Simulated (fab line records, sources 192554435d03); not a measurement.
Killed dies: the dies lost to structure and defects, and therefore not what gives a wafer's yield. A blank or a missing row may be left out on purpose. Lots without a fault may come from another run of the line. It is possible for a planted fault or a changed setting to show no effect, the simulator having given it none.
Chamber matching + flow n5_finfet + rie_diel-04 running N5_BEOL_M11_STRIP_67: 4 sister chambers
The step strips in CF4. 18 wafers are shown with their chamber, then 9 later ones without.

## WAFERS, EACH WITH ITS CHAMBER
| wafer  | chamber | drypump_motor_current_A (A) | throttle_valve_pct (%) | oes_product_au (a.u.) |
|--------|---------|-----------------------------|------------------------|-----------------------|
| L078.2 | 0       | 5.9                         | 13.42                  | 0.75                  |
| L078.4 | 2       | 6.4                         | 13.67                  | 0.83                  |
| L078.5 | 3       | 5.7                         | 13.65                  | 0.84                  |
| L083.1 | 3       | 5.7                         | 13.68                  | 0.83                  |
| L083.5 | 0       | 5.9                         | 13.44                  | 0.75                  |
| L083.6 | 1       | 5.4                         | 13.28                  | 0.87                  |
| L081.1 | 0       | 5.9                         | 13.43                  | 0.75                  |
| L081.4 | 3       | 5.7                         | 13.67                  | 0.83                  |
| L081.5 | 1       | 5.3                         | 13.31                  | 0.87                  |
| L084.2 | 0       | 5.9                         | 13.45                  | 0.74                  |
| L084.3 | 3       | 5.7                         | 13.68                  | 0.83                  |
| L084.5 | 0       | 5.9                         | 13.43                  | 0.75                  |
| L085.3 | 3       | 5.7                         | 13.69                  | 0.82                  |
| L085.5 | 3       | 5.7                         | 13.69                  | 0.82                  |
| L085.6 | 2       | 6.4                         | 13.69                  | 0.82                  |
| L087.2 | 3       | 5.7                         | 13.70                  | 0.82                  |
| L087.3 | 2       | 6.4                         | 13.70                  | 0.82                  |
| L087.5 | 2       | 6.3                         | 13.71                  | 0.81                  |

SIGNATURES (averages over the wafers above)
| reading                 | chamber 0 | chamber 1 | chamber 2 | chamber 3 | scatter within a chamber |
|-------------------------|-----------|-----------|-----------|-----------|--------------------------|
| drypump_motor_current_A | 5.900     | 5.350     | 6.375     | 5.700     | 0.0299                   |
| throttle_valve_pct      | 13.4340   | 13.2950   | 13.6925   | 13.6800   | 0.0157                   |
| oes_product_au          | 0.7480    | 0.8700    | 0.8200    | 0.8271    | 0.00667                  |
Rule: distance of a wafer from a chamber = root of the sum over the readings of ((wafer's reading minus chamber's mean) / reading's scatter) squared. If the next closest chamber is less than 2 further off than the closest, the wafer can't be placed; otherwise it belongs to the closest. The scatter is the square root of a quotient: the sum, over the shown wafers, of each reading's squared deviation from its chamber's mean, divided by wafers minus chambers.

## WAFERS WITHOUT THEIR CHAMBER
| wafer  | drypump_motor_current_A (A) | throttle_valve_pct (%) | oes_product_au (a.u.) |
|--------|-----------------------------|------------------------|-----------------------|
| L088.1 | 6.4                         | 13.69                  | 0.81                  |
| L088.4 | 5.9                         | 13.47                  | 0.74                  |
| L088.5 | 5.4                         | 13.32                  | 0.86                  |
| L090.1 | 5.7                         | 13.73                  | 0.82                  |
| L090.3 | 5.4                         | 13.33                  | 0.85                  |
| L090.5 | 5.7                         | 13.71                  | 0.81                  |
| L094.1 | 6.4                         | 13.73                  | 0.80                  |
| L094.5 | 6.3                         | 13.74                  | 0.80                  |
| L094.6 | 5.7                         | 13.73                  | 0.80                  |

## WHICH CHAMBER EACH WENT THROUGH
| wafer  | from the rows above | in truth |
|--------|---------------------|----------|
| L088.1 | 2                   | 2        |
| L088.4 | 0                   | 0        |
| L088.5 | 1                   | 1        |
| L090.1 | 3                   | 3        |
| L090.3 | 1                   | 1        |
| L090.5 | 3                   | 3        |
| L094.1 | 2                   | 2        |
| L094.5 | 2                   | 2        |
| L094.6 | 3                   | 3        |
Placed correctly: 9 of 9. Not placeable from these rows: 0. Wrongly placed: 0.
